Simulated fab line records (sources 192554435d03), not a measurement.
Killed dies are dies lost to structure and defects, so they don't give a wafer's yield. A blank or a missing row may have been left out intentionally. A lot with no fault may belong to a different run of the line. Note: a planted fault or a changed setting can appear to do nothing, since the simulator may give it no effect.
The tool behind it: which one?	flow n5-finfet	12 lots, 36 wafers sampled, at 2 steps of a route of 1938

## WHAT EACH GAUGE READ, for each wafer
N5_FIN_SAQP_CD_MEAS_27: the cd target is 20 nm.
lot	measured	on	cd-nm (nm)
L075	day 2 05:14	cd-sem-03	20.64 20.62 20.50
L077	day 2 17:32	cd-sem-02	20.16 20.69 20.47
L079	day 3 06:13	cd-sem-02	19.93 20.30 19.80
L081	day 3 18:35	cd-sem-02	20.49 20.15 20.53
L083	day 4 06:04	cd-sem-03	20.61 20.27 20.23
L085	day 4 19:06	cd-sem-01	20.43 20.02 20.19
L087	day 5 05:58	cd-sem-02	20.16 20.43 20.17
L089	day 5 18:48	cd-sem-02	20.34 20.43 20.20
L091	day 6 07:17	cd-sem-02	20.14 20.15 20.42
L093	day 6 17:04	cd-sem-01	20.10 20.22 20.23
L095	day 7 06:10	cd-sem-01	20.38 20.15 20.23
L097	day 7 19:04	cd-sem-03	20.34 20.20 20.17

## WHICH TOOL RAN EACH LOT (tool, then ch and the chambers of the sampled wafers, then the start)
lot	N5_FIN_SAQP_MANDREL1_REMOVE_56
L075	rie-si-01 ch 0,3, day 2 05:07
L077	rie-si-03 ch 0,2,3, day 2 17:26
L079	rie-si-01 ch 1,2,3, day 3 06:05
L081	rie-si-06 ch 1,3, day 3 18:29
L083	rie-si-03 ch 0,1,2, day 4 05:56
L085	rie-si-01 ch 0,1,2, day 4 18:59
L087	rie-si-06 ch 0,3, day 5 05:51
L089	rie-si-03 ch 1,2,3, day 5 18:41
L091	rie-si-01 ch 0,3, day 6 07:10
L093	rie-si-06 ch 1,3, day 6 16:56
L095	rie-si-01 ch 0,3, day 7 06:03
L097	rie-si-03 ch 1,3, day 7 18:57
- N5_FIN_SAQP_MANDREL1_REMOVE_56: chemistry HBr/Cl2/O2, target a-Si, stops on SiNx, bt time 10 s.

## THE ANSWER, worked out from the rows above alone
Rule: the lots themselves supply what counts as usual. The widest of any qualifying gaps counts: lots, ordered by their means at a reading, are off when they make up no more than a third of the lots, leave a main group of 4 or more, and stand apart from it by 3 or more times the standard deviation of that group's means. A main group whose means are all the same, to the digits that the tables above print for the reading, isn't used. A lot without any number at a reading at which 4 lots or more have one is off too. Any other lot the step has rows for is counted as sound.
Across all readings shown, no lot is off: no conclusion can be drawn from this.

## WHAT THE SIMULATOR HAD PUT IN
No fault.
